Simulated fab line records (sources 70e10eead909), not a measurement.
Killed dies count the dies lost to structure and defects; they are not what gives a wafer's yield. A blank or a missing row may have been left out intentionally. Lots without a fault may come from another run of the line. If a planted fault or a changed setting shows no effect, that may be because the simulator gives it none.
Check for tools in common || flow nand harc || Sample size 12 lots and 36 wafers

== REASON FOR OPENING ==
On 2 of the 12 lots, a flag is raised at NHARC_END_SORT_01 on the reading defect limited yield. No-fault wafers: 90.8 %, standard deviation 2.2.
Rule: a lot is flagged when every wafer of it that has a number lies more than 4 standard deviations from that mean, or none has a number. All remaining lots are regarded as sound.

{"lot": "L434", "measured": "day 25 06:41", "on": "prober-02", "defect limited yield (%), wafer by wafer": "89.5 89.4 89.4", "flag": ""}
{"lot": "L441", "measured": "day 28 07:02", "on": "prober-01", "defect limited yield (%), wafer by wafer": "0 0 0", "flag": "FLAGGED"}
{"lot": "L443", "measured": "day 28 12:28", "on": "prober-02", "defect limited yield (%), wafer by wafer": "0 0 0", "flag": "FLAGGED"}
{"lot": "L445", "measured": "day 31 03:28", "on": "prober-01", "defect limited yield (%), wafer by wafer": "94.1 95.0 93.6", "flag": ""}
{"lot": "L447", "measured": "day 31 04:17", "on": "prober-02", "defect limited yield (%), wafer by wafer": "89.7 88.6 91.4", "flag": ""}
{"lot": "L448", "measured": "day 31 13:25", "on": "prober-01", "defect limited yield (%), wafer by wafer": "89.4 90.0 89.8", "flag": ""}
{"lot": "L450", "measured": "day 31 14:07", "on": "prober-02", "defect limited yield (%), wafer by wafer": "90.3 90.8 85.8", "flag": ""}
{"lot": "L449", "measured": "day 32 05:58", "on": "prober-02", "defect limited yield (%), wafer by wafer": "92.8 91.9 92.0", "flag": ""}
{"lot": "L451", "measured": "day 32 19:12", "on": "prober-01", "defect limited yield (%), wafer by wafer": "89.2 89.7 91.4", "flag": ""}
{"lot": "L452", "measured": "day 33 04:34", "on": "prober-02", "defect limited yield (%), wafer by wafer": "90.7 90.5 90.3", "flag": ""}
{"lot": "L454", "measured": "day 33 20:29", "on": "prober-01", "defect limited yield (%), wafer by wafer": "92.8 91.1 92.3", "flag": ""}
{"lot": "L453", "measured": "day 35 07:50", "on": "prober-01", "defect limited yield (%), wafer by wafer": "91.7 91.9 91.4", "flag": ""}
The mean of the flagged lots' numbers is 0.0 %, -90.8 % from the usual (-41 standard deviations).

== WHICH TOOL RAN EACH LOT ==
4 process steps preceding the reading are held in the record, out of 1302 steps in the route. In each cell: the tool, then ch and the chambers that the sampled wafers went through, then the start.
{"lot": "L434", "flag": "", "NHARC_A_M0_DEP_32": "pecvd-04 ch 0,1,2, day 23 17:07", "NHARC_A_M1_ETCH_35": "rie diel-03 ch 1,2, day 23 18:33", "NHARC_A_M1_ETCH_15": "rie diel-03 ch 0,2,3, day 23 18:40", "NHARC_A_M1_PRE_CLEAN_30": "pvd sputter-03, day 25 06:41 or earlier"}
{"lot": "L441", "flag": "FLAGGED", "NHARC_A_M0_DEP_32": "pecvd-02 ch 0,1, day 26 14:32", "NHARC_A_M1_ETCH_35": "rie diel-10 ch 0,1,3, day 26 16:01", "NHARC_A_M1_ETCH_15": "rie diel-10 ch 0,1,3, day 26 16:07", "NHARC_A_M1_PRE_CLEAN_30": "pvd sputter-03, day 28 07:02 or earlier"}
{"lot": "L443", "flag": "FLAGGED", "NHARC_A_M0_DEP_32": "pecvd-02 ch 1,2, day 26 17:27", "NHARC_A_M1_ETCH_35": "rie diel-08 ch 1,3, day 26 18:47", "NHARC_A_M1_ETCH_15": "rie diel-08 ch 1,3, day 26 18:52", "NHARC_A_M1_PRE_CLEAN_30": "pvd sputter-02, day 28 12:28 or earlier"}
{"lot": "L445", "flag": "", "NHARC_A_M0_DEP_32": "pecvd-02 ch 0,1,2, day 29 12:06", "NHARC_A_M1_ETCH_35": "rie diel-03 ch 0,1,3, day 29 13:36", "NHARC_A_M1_ETCH_15": "rie diel-03 ch 1,2,3, day 29 13:42", "NHARC_A_M1_PRE_CLEAN_30": "pvd sputter-01, day 31 03:28 or earlier"}
{"lot": "L447", "flag": "", "NHARC_A_M0_DEP_32": "pecvd-03 ch 0,1,2, day 29 18:25", "NHARC_A_M1_ETCH_35": "rie diel-10 ch 0,3, day 29 19:50", "NHARC_A_M1_ETCH_15": "rie diel-10 ch 1,2, day 29 19:55", "NHARC_A_M1_PRE_CLEAN_30": "pvd sputter-03, day 31 04:17 or earlier"}
{"lot": "L448", "flag": "", "NHARC_A_M0_DEP_32": "pecvd-02 ch 0,1,2, day 30 01:11", "NHARC_A_M1_ETCH_35": "rie diel-10 ch 0,2, day 30 02:42", "NHARC_A_M1_ETCH_15": "rie diel-10 ch 0,1,2, day 30 02:47", "NHARC_A_M1_PRE_CLEAN_30": "pvd sputter-01, day 31 13:25 or earlier"}
{"lot": "L450", "flag": "", "NHARC_A_M0_DEP_32": "pecvd-02 ch 0,2, day 30 00:10", "NHARC_A_M1_ETCH_35": "rie diel-10 ch 1,3, day 30 01:42", "NHARC_A_M1_ETCH_15": "rie diel-10 ch 1,3, day 30 01:48", "NHARC_A_M1_PRE_CLEAN_30": "pvd sputter-03, day 31 14:07 or earlier"}
{"lot": "L449", "flag": "", "NHARC_A_M0_DEP_32": "pecvd-04 ch 0,1,2, day 30 18:23", "NHARC_A_M1_ETCH_35": "rie diel-03 ch 1,2, day 30 19:42", "NHARC_A_M1_ETCH_15": "rie diel-03 ch 0,1,3, day 30 19:47", "NHARC_A_M1_PRE_CLEAN_30": "pvd sputter-02, day 32 05:58 or earlier"}
{"lot": "L451", "flag": "", "NHARC_A_M0_DEP_32": "pecvd-02 ch 0,2, day 31 00:22", "NHARC_A_M1_ETCH_35": "rie diel-08 ch 2,3, day 31 01:42", "NHARC_A_M1_ETCH_15": "rie diel-08 ch 2,3, day 31 01:47", "NHARC_A_M1_PRE_CLEAN_30": "pvd sputter-01, day 32 19:12 or earlier"}
{"lot": "L452", "flag": "", "NHARC_A_M0_DEP_32": "pecvd-04 ch 0,1,2, day 31 09:03", "NHARC_A_M1_ETCH_35": "rie diel-10 ch 0,3, day 31 10:26", "NHARC_A_M1_ETCH_15": "rie diel-10 ch 1,3, day 31 10:31", "NHARC_A_M1_PRE_CLEAN_30": "pvd sputter-01, day 33 04:34 or earlier"}
{"lot": "L454", "flag": "", "NHARC_A_M0_DEP_32": "pecvd-03 ch 0,2, day 32 06:47", "NHARC_A_M1_ETCH_35": "rie diel-03 ch 0,1,3, day 32 08:15", "NHARC_A_M1_ETCH_15": "rie diel-03 ch 1,2, day 32 08:20", "NHARC_A_M1_PRE_CLEAN_30": "pvd sputter-03, day 33 20:29 or earlier"}
{"lot": "L453", "flag": "", "NHARC_A_M0_DEP_32": "pecvd-03 ch 0,2, day 33 17:59", "NHARC_A_M1_ETCH_35": "rie diel-03 ch 0,2,3, day 33 19:23", "NHARC_A_M1_ETCH_15": "rie diel-03 ch 0,2,3, day 33 19:29", "NHARC_A_M1_PRE_CLEAN_30": "pvd sputter-01, day 35 07:50 or earlier"}
What these steps do:
- NHARC_A_M0_DEP_32: deposits SiCN, target thk 30 nm.
- NHARC_A_M1_ETCH_35: etches the open film in N2/H2, target depth 40 nm, overetch 12 nm, time 43.94 s.
- NHARC_A_M1_ETCH_15: etches the open film in C4F8/Ar, target depth 182.5 nm, time 91.2 s.
- NHARC_A_M1_PRE_CLEAN_30: time 30 s.
- NHARC_END_SORT_01

== FLAGGED OVER TOTAL, TOOL BY TOOL (the gauges that took the reading come last) ==
{"step": "NHARC_A_M0_DEP_32", "tool": "pecvd-02", "lots run": 6, "flagged": 2, "share of the flagged lots": "all", "sound lots run after its first flagged lot": "4 (L445,L450,L448,L451)"}
{"step": "NHARC_A_M0_DEP_32", "tool": "pecvd-03", "lots run": 3, "flagged": 0, "share of the flagged lots": "none", "sound lots run after its first flagged lot": "-"}
{"step": "NHARC_A_M0_DEP_32", "tool": "pecvd-04", "lots run": 3, "flagged": 0, "share of the flagged lots": "none", "sound lots run after its first flagged lot": "-"}
{"step": "NHARC_A_M1_ETCH_35", "tool": "rie diel-03", "lots run": 5, "flagged": 0, "share of the flagged lots": "none", "sound lots run after its first flagged lot": "-"}
{"step": "NHARC_A_M1_ETCH_35", "tool": "rie diel-08", "lots run": 2, "flagged": 1, "share of the flagged lots": "some", "sound lots run after its first flagged lot": "1 (L451)"}
{"step": "NHARC_A_M1_ETCH_35", "tool": "rie diel-10", "lots run": 5, "flagged": 1, "share of the flagged lots": "some", "sound lots run after its first flagged lot": "4 (L447,L450,L448,L452)"}
{"step": "NHARC_A_M1_ETCH_15", "tool": "rie diel-03", "lots run": 5, "flagged": 0, "share of the flagged lots": "none", "sound lots run after its first flagged lot": "-"}
{"step": "NHARC_A_M1_ETCH_15", "tool": "rie diel-08", "lots run": 2, "flagged": 1, "share of the flagged lots": "some", "sound lots run after its first flagged lot": "1 (L451)"}
{"step": "NHARC_A_M1_ETCH_15", "tool": "rie diel-10", "lots run": 5, "flagged": 1, "share of the flagged lots": "some", "sound lots run after its first flagged lot": "4 (L447,L450,L448,L452)"}
{"step": "NHARC_A_M1_PRE_CLEAN_30", "tool": "pvd sputter-01", "lots run": 5, "flagged": 0, "share of the flagged lots": "none", "sound lots run after its first flagged lot": "-"}
{"step": "NHARC_A_M1_PRE_CLEAN_30", "tool": "pvd sputter-02", "lots run": 2, "flagged": 1, "share of the flagged lots": "some", "sound lots run after its first flagged lot": "1 (L449)"}
{"step": "NHARC_A_M1_PRE_CLEAN_30", "tool": "pvd sputter-03", "lots run": 5, "flagged": 1, "share of the flagged lots": "some", "sound lots run after its first flagged lot": "3 (L447,L450,L454)"}
{"step": "NHARC_END_SORT_01", "tool": "prober-01", "lots run": 6, "flagged": 1, "share of the flagged lots": "some", "sound lots run after its first flagged lot": "5 (L445,L448,L451,L454,L453)"}
{"step": "NHARC_END_SORT_01", "tool": "prober-02", "lots run": 6, "flagged": 1, "share of the flagged lots": "some", "sound lots run after its first flagged lot": "4 (L447,L450,L449,L452)"}
NHARC_A_M1_PRE_CLEAN_30 gives no start for some lots, so the hours and the order of its lots are those of NHARC_END_SORT_01.

== WHAT THE TABLE ALLOWS ==
In the table, 1 row covers all flagged lots: pecvd-02 at NHARC_A_M0_DEP_32.
- pecvd-02 at NHARC_A_M0_DEP_32 ran 6 lots, 2 of them flagged. Lots that were sound ran on it after the first flagged one (L445, L450, L448, L451); a persistent fault on the entire tool would not allow that.
Not one row of the table ran every flagged lot while running no sound lot after the first.

== WHAT WAS PUT IN BY THE SIMULATOR ==
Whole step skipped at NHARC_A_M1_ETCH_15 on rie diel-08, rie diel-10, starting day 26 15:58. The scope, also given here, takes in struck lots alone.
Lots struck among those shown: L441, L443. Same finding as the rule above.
